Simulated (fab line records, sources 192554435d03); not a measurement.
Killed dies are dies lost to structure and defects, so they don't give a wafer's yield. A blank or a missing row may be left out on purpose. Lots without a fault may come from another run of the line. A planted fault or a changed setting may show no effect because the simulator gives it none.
fab line records | flow n5_finfet
record lots=23 wafers=69 last_day=21
route steps=1938 shown BEOL_M13@1696 BEOL_M14@1731
lots that met no fault: from a run of the same line without faults
start_h: hours from the record's first day to the start of the lot's first wafer shown | wait_h: hours since the lot's step before | " the same as in the row above | L1.1+2: a row that stands for several wafers | - no value, or no start given | * or withheld: withheld | < > ~ a bound
route shown NAME@n: a module of which the file shows steps, and the number in the route of the first | usual: mean/standard deviation of fault-free wafers | same: alike in all rows | chamber/n: place in a boat | sites: the reading at each site | _std_site: their standard deviation | _edge_site: outer sites' mean less inner sites' | radius_mm: how far each site lies from the wafer's centre | mask NAME#n: copy n | behind: the tool/chamber that last shaped the wafer | hold: why the lot was held/for how many hours/how that ended | device: the transistor (n, p or np) that didn't switch | end of line: the same wafers' tests at the end of the route | a step without rows: its recipe alone | killed: dies lost to structure and defects at the first sort, not the wafer's yield | map: a wafer's dies, x killed, . not, _ none there
set.NAME: the setting as run; set.NAME@STEP: as run at that earlier step | model.NAME: the simulator's own value behind a step, which no gauge read
steps of the route over a sample of lots; a table a step, a row a wafer
services: from which hour (start_h, from the record's first day; less than 0 if before it) a tool's chamber was out of use, for how many hours, and why
## steps
# step N5_BEOL_M13_TRENCH_ETCH_34
# recipe chemistry=C4F8/O2/Ar target=SiOC target_depth_a=4134.7 mask_material=SOC pressure_mtorr=30 source_w=3000 bias_w=700 Ar_flow_sccm=400 C4F8_flow_sccm=15 O2_flow_sccm=8 he_inner_torr=15 he_outer_torr=30 time_s=162.6 ion_energy_ev=250
# usual chamber_pressure_mTorr=30.00/0.03 drypump_motor_current_A=5.6/0.46 oes_product_au=0.78/0.096 rf_vpp_V=666/3.7 showerhead_plenum_p_Torr=3.42/0.13 throttle_valve_pct=24.17/0.2
# same time_s=162.6
# columns lot.wafer tool chamber start_h wait_h chamber_pressure_mTorr drypump_motor_current_A oes_product_au rf_hours_counter_h rf_vpp_V showerhead_plenum_p_Torr throttle_valve_pct
L074.1 rie_diel-05 0 317.27 0.0 29.99 5.0 0.70 210 662 3.24 24.27
L074.4 " 1 " " 29.97 5.6 0.69 242 667 3.52 24.45
L074.6 " 1 " " 29.98 5.6 0.69 - 668 3.52 24.45
L077.2 rie_diel-06 3 334.66 0.0 30.00 6.1 0.88 48 667 3.48 24.26
L077.3 " 0 " " 30.06 5.8 0.74 170 665 3.40 24.41
L077.5 " 2 " " 30.03 5.5 0.98 - 663 3.39 23.86
L075.2 rie_diel-02 3 339.01 0.0 30.03 5.7 0.78 125 661 3.27 24.42
L075.3 " 0 " " 29.96 4.8 0.92 24 671 3.59 24.35
L075.4 " 1 " " 30.05 6.4 0.78 126 670 3.55 24.06
L076.2 rie_diel-02 1 344.31 0.0 29.97 6.4 0.77 128 669 3.55 24.06
L076.4 " 2 " " 30.00 5.0 0.95 5 667 3.47 23.84
L076.6 " 0 " " 29.99 4.8 0.91 - 670 3.59 24.34
L078.2 rie_diel-05 0 351.19 0.0 29.99 5.0 0.69 220 660 3.24 24.28
L078.4 " 2 " " 30.01 6.1 0.73 - 668 3.56 24.25
L078.5 " 3 " " 30.00 5.8 0.69 - 660 3.25 24.07
L080.2 rie_diel-05 3 361.45 0.0 29.96 5.7 0.69 216 660 3.25 24.09
L080.4 " 0 " " 29.98 5.0 0.69 - 662 3.23 24.30
L080.5 " 3 " " 29.96 5.7 0.69 - 661 3.25 24.08
L082.3 rie_diel-06 0 364.99 0.0 30.00 5.8 0.72 181 666 3.40 24.42
L082.4 " 2 " " 30.00 5.5 0.94 15 664 3.38 23.88
L082.6 " 3 " " 29.97 6.1 0.87 - 668 3.48 24.30
L079.4 rie_diel-02 3 377.60 0.0 29.93 5.7 0.77 137 663 3.27 24.43
L079.5 " 2 " " 29.96 5.0 0.92 - 667 3.46 23.84
L079.6 " 1 " " 30.01 6.4 0.76 - 670 3.55 24.08
L086.2 rie_diel-05 2 393.11 0.0 29.99 6.1 0.73 191 668 3.56 24.27
L086.3 " 3 " " 30.05 5.7 0.68 227 661 3.24 24.10
L086.4 " 1 " " 29.99 5.6 0.94 3 667 3.51 24.14
L081.3 rie_diel-05 1 399.53 0.0 29.97 5.6 0.94 5 667 3.51 24.14
L081.5 " 1 " " 30.00 5.6 0.93 - 668 3.51 24.16
L081.6 " 2 " " 30.03 6.1 0.72 - 669 3.56 24.27
L083.2 rie_diel-05 0 404.50 0.0 30.00 5.0 0.69 237 660 3.23 24.32
L083.3 " 3 " " 30.00 5.6 0.68 231 661 3.24 24.09
L083.6 " 0 " " 29.99 5.0 0.68 - 660 3.23 24.30
L084.1 rie_diel-02 2 404.96 0.0 29.97 5.0 0.90 22 667 3.46 23.85
L084.4 " 0 " " 30.05 4.8 0.87 44 669 3.58 24.34
L084.5 " 2 " " 30.01 5.0 0.90 - 668 3.46 23.87
L090.3 rie_diel-05 3 414.31 0.0 29.99 5.8 0.68 234 661 3.24 24.11
L090.4 " 2 " " 29.98 6.1 0.71 198 669 3.55 24.27
L090.6 " 3 " " 30.02 5.8 0.67 - 660 3.24 24.09
L085.2 rie_diel-02 0 415.47 0.0 29.97 4.8 0.88 47 671 3.58 24.35
L085.3 " 3 " " 29.98 5.7 0.76 146 661 3.26 24.43
L085.4 " 1 " " 29.98 6.4 0.74 148 670 3.54 24.10
L089.1 rie_diel-06 2 429.96 0.0 29.96 5.5 0.91 33 665 3.37 23.90
L089.2 " 0 " " 29.98 5.8 0.72 195 665 3.39 24.44
L089.4 " 1 " " 30.01 5.5 0.75 158 670 3.51 23.81
L087.1 rie_diel-02 0 433.03 0.0 29.98 4.8 0.86 52 670 3.57 24.36
L087.2 " 2 " " 30.05 5.0 0.89 31 667 3.46 23.86
L087.6 " 0 " " 29.97 4.9 0.87 - 670 3.57 24.36
L088.2 rie_diel-05 0 433.39 0.0 29.96 5.0 0.67 247 659 3.22 24.33
L088.5 " 2 " " 30.00 6.1 0.70 - 670 3.55 24.28
L088.6 " 3 " " 29.96 5.8 0.67 - 661 3.23 24.12
L091.3 rie_diel-05 0 437.71 0.0 29.98 5.0 0.67 249 660 3.22 24.33
L091.4 " 2 " " 30.02 6.1 0.71 204 669 3.55 24.29
L091.5 " 3 " " 30.03 5.8 0.67 - 662 3.23 24.10
L096.1 rie_diel-02 1 448.62 0.0 29.97 6.4 0.75 159 669 3.54 24.11
L096.2 " 0 " " 30.07 4.8 0.86 57 672 3.57 24.38
L096.5 " 0 " " 29.97 4.8 0.85 - 671 3.57 24.37
L092.2 rie_diel-05 1 453.19 0.0 30.00 5.6 0.89 23 667 3.50 24.17
L092.3 " 3 " " 30.04 5.7 0.67 247 659 3.23 24.12
L092.5 " 3 " " 29.98 5.8 0.67 - 662 3.23 24.12
L094.2 rie_diel-05 3 453.74 0.0 30.02 5.6 0.67 248 661 3.23 24.14
L094.3 " 2 " " 30.03 6.1 0.71 210 668 3.55 24.29
L094.4 " 1 " " 30.06 5.6 0.90 - 667 3.50 24.18
L095.1 rie_diel-06 3 462.53 0.0 29.95 6.0 0.83 89 665 3.46 24.31
L095.2 " 2 " " 30.05 5.6 0.89 39 665 3.37 23.92
L095.6 " 3 " " 30.08 6.1 0.83 - 667 3.46 24.32
L097.4 rie_diel-05 2 469.19 0.1 30.00 6.1 0.70 - 669 3.54 24.32
L097.5 " 1 " " 29.99 5.6 0.87 - 668 3.49 24.18
L097.6 " 0 " " 30.00 5.0 0.98 - 671 3.61 23.94
# step N5_BEOL_M13_PRE_CLEAN_42
# recipe gas=H2/He time_s=30 temp_c=250
# usual heater_power_w=314/29
# same time_s=30
# columns lot.wafer tool chamber start_h wait_h heater_power_w
L074.1 pvd_sputter-03 - 324.86 0.0 272
L074.4 " - " " 323
L074.6 " - " " 300
L077.2 pvd_sputter-02 - 338.40 0.0 280
L077.3 " - " " 351
L077.5 " - " " 278
L075.2 pvd_sputter-01 - 341.11 0.0 318
L075.3 " - " " 291
L075.4 " - " " 366
L076.2 pvd_sputter-02 - 346.60 0.0 280
L076.4 " - " " 281
L076.6 " - " " 278
L078.2 pvd_sputter-02 - 353.84 0.0 277
L078.4 " - " " 355
L078.5 " - " " 281
L080.2 pvd_sputter-03 - 362.07 0.0 299
L080.4 " - " " 318
L080.5 " - " " 324
L082.3 pvd_sputter-03 - 374.39 0.0 326
L082.4 " - " " 296
L082.6 " - " " 301
L079.4 pvd_sputter-01 - 380.91 0.0 368
L079.5 " - " " 308
L079.6 " - " " 300
L086.2 pvd_sputter-02 - 396.46 0.0 278
L086.3 " - " " 340
L086.4 " - " " 286
L081.3 pvd_sputter-02 - 401.30 0.0 343
L081.5 " - " " 349
L081.6 " - " " 273
L083.2 pvd_sputter-01 - 406.53 0.0 317
L083.3 " - " " 290
L083.6 " - " " 359
L084.1 pvd_sputter-01 - 406.85 0.0 295
L084.4 " - " " 348
L084.5 " - " " 343
L090.3 pvd_sputter-02 - 418.62 0.0 279
L090.4 " - " " 301
L090.6 " - " " 275
L085.2 pvd_sputter-02 - 418.98 0.0 287
L085.3 " - " " 279
L085.4 " - " " 345
L089.1 pvd_sputter-03 - 435.19 0.0 328
L089.2 " - " " 262
L089.4 " - " " 319
L087.1 pvd_sputter-01 - 436.78 0.0 365
L087.2 " - " " 322
L087.6 " - " " 333
L088.2 pvd_sputter-01 - 437.14 0.0 317
L088.5 " - " " 347
L088.6 " - " " 316
L091.3 pvd_sputter-02 - 442.90 0.0 278
L091.4 " - " " 345
L091.5 " - " " 312
L096.1 pvd_sputter-02 - 451.24 0.0 278
L096.2 " - " " 285
L096.5 " - " " 281
L092.2 pvd_sputter-01 - 455.28 0.0 297
L092.3 " - " " 343
L092.5 " - " " 322
L094.2 pvd_sputter-01 - 457.76 0.0 343
L094.3 " - " " 315
L094.4 " - " " 368
L095.1 pvd_sputter-03 - 463.16 0.0 327
L095.2 " - " " 304
L095.6 " - " " 300
L097.4 pvd_sputter-01 - 474.25 0.0 366
L097.5 " - " " 362
L097.6 " - " " 296
# step N5_BEOL_M14_VIA_ETCH_16
# recipe chemistry=C4F8/O2/Ar target=SiO2 he_inner_torr=15 he_outer_torr=30 target_depth_a=12313 time_s=withheld ion_energy_ev=800 pressure_mtorr=20 source_w=1905 bias_w=2040 Ar_flow_sccm=400 C4F8_flow_sccm=16 O2_flow_sccm=12 ends=cleared
# usual chamber_pressure_mTorr=19.998/0.019 drypump_motor_current_A=5.69/0.19 oes_f_703_au=0.79/0.082 oes_product_au=0.72/0.069 rf_vpp_V=2224/77 showerhead_plenum_p_Torr=3.38/0.096 throttle_valve_pct=30.8/0.31
# columns lot.wafer tool chamber start_h wait_h chamber_pressure_mTorr drypump_motor_current_A oes_f_703_au oes_product_au rf_vpp_V showerhead_plenum_p_Torr throttle_valve_pct
L074.1 rie_diel-04 2 326.91 0.0 20.006 5.43 0.89 0.82 2267 3.51 30.7
L074.4 " 1 " " 19.971 5.93 0.91 0.79 2247 3.32 30.3
L074.6 " 3 " " 19.980 5.25 0.69 0.64 2268 3.49 31.0
L077.2 rie_diel-03 3 340.52 0.0 20.025 5.66 0.75 0.67 2180 3.30 30.9
L077.3 " 1 " " 19.969 5.79 0.77 0.66 2125 3.30 31.3
L077.5 " 3 " " 19.985 5.66 0.75 0.67 2181 3.30 30.9
L075.2 rie_diel-04 2 343.55 0.0 20.011 5.42 0.88 0.82 2265 3.51 30.7
L075.3 " 1 " " 19.981 5.95 0.91 0.79 2247 3.31 30.3
L075.4 " 0 " " 20.009 5.87 0.87 0.77 2237 3.34 30.9
L076.2 rie_diel-01 2 349.02 0.0 20.006 5.65 0.66 0.62 2295 3.41 31.3
L076.4 " 0 " " 20.012 5.74 0.78 0.70 2109 3.32 30.9
L076.6 " 3 " " 20.001 5.87 0.83 0.79 2286 3.35 30.4
L078.2 rie_diel-01 1 355.78 0.0 19.992 5.57 0.75 0.71 2357 3.58 31.1
L078.4 " 3 " " 20.008 5.85 0.82 0.78 2285 3.35 30.4
L078.5 " 3 " " 20.025 5.88 0.83 0.78 2287 3.34 30.4
L080.2 rie_diel-04 2 364.03 0.0 19.999 5.43 0.87 0.81 2264 3.50 30.8
L080.4 " 3 " " 20.023 5.24 0.67 0.63 2266 3.49 31.0
L080.5 " 1 " " 19.994 5.90 0.90 0.78 2246 3.31 30.4
L082.3 rie_diel-01 2 376.44 0.0 20.004 5.65 0.66 0.63 2294 3.40 31.4
L082.4 " 1 " " 20.033 5.55 0.74 0.71 2355 3.57 31.1
L082.6 " 3 " " 19.994 5.85 0.82 0.78 2285 3.34 30.4
L079.4 rie_diel-03 3 382.97 0.0 19.991 5.66 0.73 0.66 2179 3.29 30.9
L079.5 " 1 " " 20.024 5.77 0.75 0.66 2126 3.29 31.3
L079.6 " 0 " " 19.974 5.56 0.94 0.82 2143 3.36 30.5
L086.2 rie_diel-03 1 398.39 0.0 19.988 5.80 0.75 0.65 2124 3.29 31.3
L086.3 " 0 " " 20.033 5.52 0.94 0.82 2143 3.36 30.6
L086.4 " 3 " " 19.993 5.66 0.73 0.65 2180 3.29 30.9
L081.3 rie_diel-03 0 403.39 0.0 20.001 5.53 0.93 0.81 2144 3.36 30.6
L081.5 " 3 " " 20.001 5.64 0.73 0.64 2179 3.29 30.9
L081.6 " 1 " " 19.987 5.81 0.75 0.65 2124 3.29 31.3
L083.2 rie_diel-01 0 408.65 0.0 19.982 5.75 0.76 0.69 2109 3.31 30.9
L083.3 " 3 " " 20.021 5.88 0.80 0.76 2285 3.34 30.5
L083.6 " 1 " " 19.992 5.56 0.74 0.69 2357 3.57 31.1
L084.1 rie_diel-01 1 409.10 0.0 20.003 5.56 0.73 0.68 2354 3.57 31.1
L084.4 " 0 " " 19.991 5.73 0.76 0.68 2108 3.31 30.9
L084.5 " 1 " " 20.005 5.59 0.73 0.69 2357 3.57 31.1
L090.3 rie_diel-04 2 420.66 0.0 20.002 5.43 0.85 0.78 2264 3.49 30.8
L090.4 " 2 " " 19.997 5.42 0.85 0.78 2264 3.49 30.8
L090.6 " 0 " " 19.975 5.84 0.84 0.73 2235 3.32 31.0
L085.2 rie_diel-01 3 420.91 0.0 19.969 5.87 0.79 0.75 2285 3.33 30.4
L085.3 " 0 " " 19.981 5.73 0.76 0.68 2109 3.30 30.9
L085.4 " 2 " " 19.997 5.65 0.65 0.61 2292 3.39 31.4
L089.1 rie_diel-01 0 437.24 0.0 19.985 5.74 0.76 0.67 2109 3.30 30.9
L089.2 " 3 " " 19.987 5.84 0.80 0.75 2283 3.33 30.4
L089.4 " 0 " " 19.959 5.73 0.75 0.66 2108 3.30 30.9
L087.1 rie_diel-01 0 438.84 0.0 20.021 5.76 0.75 0.67 2108 3.30 30.9
L087.2 " 1 " " 19.998 5.55 0.73 0.68 2356 3.56 31.1
L087.6 " 1 " " 20.017 5.57 0.73 0.68 2356 3.56 31.1
L088.2 rie_diel-04 1 439.52 0.0 19.993 5.92 0.87 0.73 2246 3.30 30.4
L088.5 " 1 " " 20.003 5.94 0.87 0.75 2245 3.30 30.4
L088.6 " 2 " " 19.993 5.46 0.83 0.78 2265 3.49 30.8
L091.3 rie_diel-01 0 444.89 0.0 20.013 5.74 0.75 0.68 2107 3.30 31.0
L091.4 " 0 " " 20.017 5.73 0.75 0.68 2108 3.30 31.0
L091.5 " 1 " " 20.010 5.53 0.73 0.68 2355 3.56 31.1
L096.1 rie_diel-04 2 453.74 0.0 19.955 5.42 0.83 0.76 2264 3.48 30.8
L096.2 " 3 " " 19.981 5.24 0.67 0.61 2265 3.48 31.0
L096.5 " 3 " " 20.023 5.24 0.67 0.61 2264 3.48 31.0
L092.2 rie_diel-03 2 457.86 0.0 19.977 5.97 0.91 0.82 2218 3.50 30.7
L092.3 " 0 " " 20.015 5.53 0.88 0.76 2141 3.35 30.6
L092.5 " 1 " " 20.013 5.79 0.73 0.63 2122 3.27 31.4
L094.2 rie_diel-03 1 459.99 0.0 20.003 5.79 0.73 0.62 2125 3.27 31.4
L094.3 " 2 " " 19.967 5.95 0.90 0.83 2218 3.50 30.7
L094.4 " 3 " " 19.979 5.63 0.71 0.63 2177 3.28 30.9
L095.1 rie_diel-03 0 466.34 0.0 19.992 5.51 0.87 0.76 2141 3.34 30.6
L095.2 " 2 " " 19.955 5.98 0.89 0.82 2218 3.50 30.7
L095.6 " 0 " " 20.027 5.52 0.88 0.76 2140 3.34 30.6
L097.4 rie_diel-04 1 476.78 0.1 19.996 5.88 0.85 0.73 2244 3.29 30.4
L097.5 " 2 " " 20.025 5.41 0.82 0.75 2263 3.48 30.8
L097.6 " 0 " " 19.999 5.85 0.82 0.72 2233 3.31 31.0
# step N5_BEOL_M14_ETCH_67
# recipe chemistry=CF4 target=SiARC target_depth_a=1430 time_s=238.3 ion_energy_ev=80 pressure_mtorr=40 source_w=545 bias_w=36 Ar_flow_sccm=100 cf4_flow_sccm=100 ends=cleared
# usual chamber_pressure_mTorr=40.00/0.038 drypump_motor_current_A=5.68/0.19 etch_rf_on_time_s=239/8.8 oes_product_au=0.68/0.073 rf_vpp_V=183.6/1.1 showerhead_plenum_p_Torr=2.10/0.059 throttle_valve_pct=15.64/0.27
# columns lot.wafer tool chamber start_h wait_h chamber_pressure_mTorr drypump_motor_current_A etch_rf_on_time_s oes_product_au rf_hours_counter_h rf_vpp_V showerhead_plenum_p_Torr throttle_valve_pct
L074.1 rie_diel-01 2 327.86 0.0 39.98 5.64 254 0.59 213 182.8 2.12 16.09
L074.4 " 1 " " 40.00 5.56 236 0.67 120 185.9 2.23 15.72
L074.6 " 1 " " 40.01 5.56 235 0.68 - 185.2 2.23 15.72
L077.2 rie_diel-03 3 341.33 0.0 39.95 5.63 248 0.63 183 182.7 2.05 15.65
L077.3 " 1 " " 39.98 5.77 238 0.64 177 184.0 2.04 15.79
L077.5 " 1 " " 40.01 5.78 238 0.63 - 183.3 2.04 15.80
L075.2 rie_diel-04 0 344.35 0.0 39.99 5.87 229 0.73 65 183.4 2.08 15.71
L075.3 " 2 " " 40.10 5.40 237 0.77 32 183.8 2.18 15.39
L075.4 " 3 " " 40.04 5.25 249 0.59 219 185.0 2.19 16.03
L076.2 rie_diel-01 3 349.82 0.0 40.00 5.87 244 0.73 45 182.7 2.10 15.30
L076.4 " 1 " " 40.02 5.50 237 0.67 127 185.7 2.23 15.72
L076.6 " 2 " " 40.07 5.64 257 0.58 - 182.3 2.12 16.12
L078.2 rie_diel-03 1 356.58 0.0 40.01 5.77 236 0.63 184 182.2 2.04 15.83
L078.4 " 3 " " 40.08 5.65 247 0.63 190 181.4 2.04 15.66
L078.5 " 1 " " 39.96 5.79 237 0.63 - 183.5 2.04 15.84
L080.2 rie_diel-04 0 364.95 0.0 39.97 5.86 232 0.72 73 183.5 2.08 15.71
L080.4 " 3 " " 40.06 5.23 247 0.59 226 185.3 2.19 16.03
L080.5 " 3 " " 39.99 5.23 249 0.59 - 184.0 2.19 16.06
L082.3 rie_diel-03 1 377.24 0.0 39.97 5.78 235 0.63 191 183.4 2.04 15.84
L082.4 " 0 " " 39.94 5.52 225 0.80 14 182.6 2.10 15.26
L082.6 " 1 " " 39.96 5.77 239 0.63 - 183.7 2.04 15.84
L079.4 rie_diel-04 1 383.90 0.0 39.98 5.95 230 0.74 65 184.9 2.06 15.36
L079.5 " 1 " " 39.99 5.93 231 0.73 - 184.6 2.06 15.38
L079.6 " 2 " " 39.97 5.41 238 0.75 - 184.3 2.18 15.39
L086.2 rie_diel-03 0 399.22 0.0 40.00 5.51 224 0.78 22 181.6 2.09 15.26
L086.3 " 1 " " 39.99 5.78 238 0.62 199 181.9 2.04 15.86
L086.4 " 0 " " 40.03 5.54 225 0.79 - 184.8 2.09 15.29
L081.3 rie_diel-01 0 404.22 0.0 40.02 5.73 231 0.66 167 182.5 2.06 15.72
L081.5 " 2 " " 40.00 5.64 255 0.58 - 183.5 2.11 16.15
L081.6 " 3 " " 40.03 5.85 237 0.72 - 182.3 2.10 15.35
L083.2 rie_diel-01 3 409.45 0.0 39.99 5.86 239 0.71 66 184.0 2.10 15.36
L083.3 " 2 " " 39.91 5.65 256 0.57 242 182.7 2.11 16.16
L083.6 " 0 " " 39.97 5.71 235 0.65 - 182.5 2.06 15.73
L084.1 rie_diel-01 2 410.10 0.0 39.98 5.65 254 0.58 243 183.7 2.11 16.16
L084.4 " 3 " " 39.95 5.88 237 0.72 - 182.5 2.10 15.37
L084.5 " 0 " " 40.00 5.74 233 0.65 - 184.3 2.06 15.73
L090.3 rie_diel-01 0 421.58 0.0 39.98 5.74 235 0.65 174 183.8 2.06 15.73
L090.4 " 1 " " 40.02 5.55 240 0.64 150 183.2 2.22 15.79
L090.6 " 1 " " 39.97 5.55 241 0.64 - 184.4 2.22 15.77
L085.2 rie_diel-03 2 421.71 0.0 39.99 5.95 239 0.82 1 185.0 2.18 15.32
L085.3 " 0 " " 40.00 5.53 226 0.76 32 183.8 2.09 15.30
L085.4 " 2 " " 39.97 5.97 238 0.83 - 183.9 2.18 15.33
L089.1 rie_diel-01 1 438.17 0.0 40.04 5.51 239 0.64 157 185.7 2.22 15.81
L089.2 " 3 " " 40.02 5.85 237 0.72 79 183.3 2.09 15.38
L089.4 " 1 " " 39.99 5.51 240 0.64 - 183.9 2.22 15.78
L087.1 rie_diel-01 0 439.77 0.0 40.02 5.72 233 0.65 182 182.8 2.06 15.76
L087.2 " 3 " " 40.05 5.84 236 0.70 80 182.2 2.09 15.38
L087.6 " 1 " " 39.95 5.57 239 0.64 - 185.7 2.22 15.78
L088.2 rie_diel-04 3 440.55 0.0 40.01 5.25 254 0.57 242 185.3 2.18 16.08
L088.5 " 1 " " 40.00 5.89 235 0.71 - 182.6 2.06 15.39
L088.6 " 2 " " 39.99 5.44 241 0.73 - 183.7 2.17 15.44
L091.3 rie_diel-03 1 445.68 0.0 39.98 5.79 238 0.61 216 183.5 2.03 15.90
L091.4 " 2 " " 39.97 5.97 233 0.81 11 185.5 2.18 15.35
L091.5 " 0 " " 40.07 5.51 226 0.75 - 183.6 2.09 15.32
L096.1 rie_diel-03 2 454.68 0.0 40.01 5.93 236 0.79 14 185.4 2.18 15.35
L096.2 " 1 " " 40.00 5.78 241 0.60 219 183.3 2.03 15.89
L096.5 " 1 " " 39.92 5.78 239 0.61 - 181.4 2.03 15.88
L092.2 rie_diel-03 0 458.65 0.0 40.01 5.54 228 0.74 48 183.6 2.08 15.33
L092.3 " 1 " " 40.04 5.76 240 0.60 221 183.8 2.03 15.90
L092.5 " 1 " " 40.00 5.77 239 0.61 - 184.0 2.03 15.89
L094.2 rie_diel-03 1 460.91 0.0 39.96 5.79 241 0.60 222 181.0 2.03 15.90
L094.3 " 0 " " 40.04 5.50 228 0.73 49 184.5 2.08 15.33
L094.4 " 3 " " 39.97 5.68 249 0.59 230 183.6 2.03 15.75
L095.1 rie_diel-03 2 467.27 0.0 40.07 5.97 236 0.77 19 184.8 2.18 15.36
L095.2 " 0 " " 40.01 5.51 228 0.72 52 183.9 2.08 15.32
L095.6 " 0 " " 40.01 5.53 228 0.73 - 182.2 2.08 15.33
L097.4 rie_diel-04 1 477.72 0.1 40.01 5.90 234 0.70 - 183.2 2.05 15.43
L097.5 " 0 " " 40.07 5.87 235 0.68 - 183.2 2.07 15.81
L097.6 " 2 " " 39.98 5.40 239 0.72 - 184.1 2.16 15.47
# step N5_BEOL_M14_PRE_CLEAN_42
# recipe gas=H2/He time_s=30 temp_c=300
# usual heater_power_w=434/39
# same time_s=30
# columns lot.wafer tool chamber start_h wait_h heater_power_w
L074.1 pvd_sputter-01 - 329.53 0.0 485
L074.4 " - " " 435
L074.6 " - " " 452
L077.2 pvd_sputter-03 - 344.35 0.0 462
L077.3 " - " " 423
L077.5 " - " " 376
L075.2 pvd_sputter-02 - 346.92 0.0 397
L075.3 " - " " 487
L075.4 " - " " 389
L076.2 pvd_sputter-01 - 351.24 0.0 440
L076.4 " - " " 507
L076.6 " - " " 477
L078.2 pvd_sputter-02 - 358.58 0.0 474
L078.4 " - " " 400
L078.5 " - " " 481
L080.2 pvd_sputter-02 - 370.54 0.0 429
L080.4 " - " " 392
L080.5 " - " " 390
L082.3 pvd_sputter-03 - 381.81 0.0 421
L082.4 " - " " 371
L082.6 " - " " 369
L079.4 pvd_sputter-03 - 385.28 0.0 367
L079.5 " - " " 372
L079.6 " - " " 421
L086.2 pvd_sputter-03 - 401.44 0.0 465
L086.3 " - " " 449
L086.4 " - " " 425
L081.3 pvd_sputter-03 - 406.04 0.0 367
L081.5 " - " " 449
L081.6 " - " " 448
L083.2 pvd_sputter-03 - 411.30 0.0 449
L083.3 " - " " 372
L083.6 " - " " 429
L084.1 pvd_sputter-03 - 411.72 0.0 464
L084.4 " - " " 428
L084.5 " - " " 368
L090.3 pvd_sputter-02 - 424.15 0.0 397
L090.4 " - " " 421
L090.6 " - " " 403
L085.2 pvd_sputter-03 - 425.57 0.0 441
L085.3 " - " " 456
L085.4 " - " " 387
L089.1 pvd_sputter-03 - 445.18 0.0 376
L089.2 " - " " 434
L089.4 " - " " 459
L087.1 pvd_sputter-01 - 445.24 0.0 514
L087.2 " - " " 435
L087.6 " - " " 499
L088.2 pvd_sputter-03 - 447.52 0.0 467
L088.5 " - " " 369
L088.6 " - " " 458
L091.3 pvd_sputter-03 - 448.42 0.0 372
L091.4 " - " " 422
L091.5 " - " " 425
L096.1 pvd_sputter-03 - 457.82 0.0 429
L096.2 " - " " 452
L096.5 " - " " 472
L092.2 pvd_sputter-03 - 462.24 0.0 408
L092.3 " - " " 366
L092.5 " - " " 446
L094.2 pvd_sputter-01 - 462.28 0.0 405
L094.3 " - " " 476
L094.4 " - " " 515
L095.1 pvd_sputter-02 - 469.65 0.0 477
L095.2 " - " " 431
L095.6 " - " " 434
L097.4 pvd_sputter-02 - 481.56 0.0 468
L097.5 " - " " 482
L097.6 " - " " 396
# step N5_BEOL_M14_SPUTTER_43
# recipe material=TaN target_thk_a=150 temp_c=50 bias_v=168.6 power_w=15000 chamber_pressure_pa=0.12 time_s=24.19
# usual throttle_valve_pct=29.9/0.8
# same time_s=24.19
# columns lot.wafer tool chamber start_h wait_h throttle_valve_pct
L074.1 pvd_sputter-01 - 329.57 0.0 29.5
L074.4 " - " " 29.2
L074.6 " - " " 29.4
L077.2 pvd_sputter-03 - 344.39 0.0 31.5
L077.3 " - " " 29.7
L077.5 " - " " 28.8
L075.2 pvd_sputter-02 - 346.96 0.0 29.8
L075.3 " - " " 30.7
L075.4 " - " " 29.5
L076.2 pvd_sputter-01 - 351.28 0.0 29.1
L076.4 " - " " 29.7
L076.6 " - " " 29.5
L078.2 pvd_sputter-02 - 358.62 0.0 30.4
L078.4 " - " " 29.5
L078.5 " - " " 30.4
L080.2 pvd_sputter-02 - 370.58 0.0 29.9
L080.4 " - " " 29.7
L080.5 " - " " 29.8
L082.3 pvd_sputter-03 - 381.85 0.0 29.6
L082.4 " - " " 28.8
L082.6 " - " " 28.5
L079.4 pvd_sputter-03 - 385.32 0.0 28.6
L079.5 " - " " 28.8
L079.6 " - " " 29.3
L086.2 pvd_sputter-03 - 401.48 0.0 30.2
L086.3 " - " " 31.3
L086.4 " - " " 29.6
L081.3 pvd_sputter-03 - 406.08 0.0 28.9
L081.5 " - " " 31.5
L081.6 " - " " 30.4
L083.2 pvd_sputter-03 - 411.34 0.0 30.1
L083.3 " - " " 28.7
L083.6 " - " " 29.4
L084.1 pvd_sputter-03 - 411.76 0.0 30.1
L084.4 " - " " 29.7
L084.5 " - " " 28.8
L090.3 pvd_sputter-02 - 424.19 0.0 29.5
L090.4 " - " " 30.1
L090.6 " - " " 29.6
L085.2 pvd_sputter-03 - 425.61 0.0 31.4
L085.3 " - " " 30.3
L085.4 " - " " 28.7
L089.1 pvd_sputter-03 - 445.22 0.0 28.8
L089.2 " - " " 31.3
L089.4 " - " " 30.3
L087.1 pvd_sputter-01 - 445.28 0.0 29.7
L087.2 " - " " 29.3
L087.6 " - " " 29.6
L088.2 pvd_sputter-03 - 447.56 0.0 30.1
L088.5 " - " " 28.4
L088.6 " - " " 30.5
L091.3 pvd_sputter-03 - 448.46 0.0 28.7
L091.4 " - " " 29.4
L091.5 " - " " 29.3
L096.1 pvd_sputter-03 - 457.86 0.0 29.6
L096.2 " - " " 31.0
L096.5 " - " " 30.5
L092.2 pvd_sputter-03 - 462.28 0.0 29.6
L092.3 " - " " 29.2
L092.5 " - " " 31.1
L094.2 pvd_sputter-01 - 462.32 0.0 31.1
L094.3 " - " " 29.6
L094.4 " - " " 29.8
L095.1 pvd_sputter-02 - 469.69 0.0 30.7
L095.2 " - " " 30.0
L095.6 " - " " 29.7
L097.4 pvd_sputter-02 - 481.60 0.0 30.6
L097.5 " - " " 30.4
L097.6 " - " " 29.5
## services
# columns tool chamber start_h hours kind
rie_diel-04 0 298.90 4.3 repair
rie_diel-03 0 309.46 - clean
rie_diel-03 0 309.46 - consumable_replace:focus_ring
rie_diel-03 0 309.46 30.7 scheduled_down
rie_diel-03 0 309.46 30.7 vent_cycle
rie_diel-04 2 332.82 4.0 repair
rie_diel-05 0 344.40 2.8 repair
rie_diel-02 1 367.74 5.0 repair
rie_diel-03 2 390.73 - clean
rie_diel-03 2 390.73 - consumable_replace:focus_ring
rie_diel-03 2 390.73 25.9 scheduled_down
rie_diel-03 2 390.73 25.9 vent_cycle
rie_diel-01 0 394.03 3.4 repair
rie_diel-06 0 401.30 8.8 repair
rie_diel-04 3 403.00 26.1 repair
rie_diel-01 1 409.37 8.5 repair
rie_diel-06 0 411.47 6.5 repair
rie_diel-02 2 417.51 2.8 repair
rie_diel-03 1 417.77 8.0 repair
rie_diel-01 2 426.22 - clean
rie_diel-06 2 431.53 15.6 repair
rie_diel-03 2 439.39 1.4 repair
pvd_sputter-02 - 472.31 0.6 repair
rie_diel-04 3 476.30 4.0 repair
## key
fault none
